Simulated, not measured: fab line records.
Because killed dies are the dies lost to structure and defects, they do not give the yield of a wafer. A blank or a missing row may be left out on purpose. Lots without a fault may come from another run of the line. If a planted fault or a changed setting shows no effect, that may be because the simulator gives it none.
Chamber matching -- flow nand-harc -- rie-diel-04 running NHARC_P_BONDPAD_ETCH_37: 4 sister chambers
The step etches the open film in N2/H2, target depth 60 nm, overetch 18 nm, time 65.91 s. 8 wafers are shown with their chamber, then 8 later ones without.

## WAFERS, EACH WITH ITS CHAMBER
wafer,chamber,drypump-motor-current-A (A),rf-vpp-V (V)
L822.4,3,5.6,428.9
L826.6,0,5.5,431.4
L828.6,1,6.0,431.7
L829.4,3,5.6,428.9
L831.3,0,5.5,433.8
L831.4,2,4.9,427.4
L831.6,2,4.8,428.9
L834.4,1,6.0,430.8

## WAFERS WITHOUT THEIR CHAMBER
wafer,drypump-motor-current-A (A),rf-vpp-V (V)
L834.5,5.4,433.7
L834.6,6.1,431.3
L842.1,5.6,430.0
L842.5,5.6,430.6
L842.6,4.8,427.7
L844.1,5.6,429.8
L844.3,6.0,431.1
L844.6,5.6,431.3

## CHAMBER TAKEN BY EACH
wafer,from the rows above,in truth
L834.5,0,0
L834.6,1,1
L842.1,3,3
L842.5,can't be placed: 3 or 0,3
L842.6,2,2
L844.1,3,3
L844.3,1,1
L844.6,can't be placed: 3 or 0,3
Placed correctly: 6 of 8. Can't be placed from these rows: 2 (the true chamber is among the candidates in 2). 0 placed wrongly.
How it was worked out, from the rows above alone: a wafer's distance from a chamber is the root of the sum, over the readings, of the square of ((its reading less the chamber's mean) divided by the reading's scatter). The wafer belongs to the nearest chamber; if the next one is less than 2 further off, it can't be placed. For every chamber, the mean is computed from those of its wafers that are shown. The scatter is the square root of a quotient: the sum, over the shown wafers, of each reading's squared deviation from its chamber's mean, divided by wafers minus chambers.
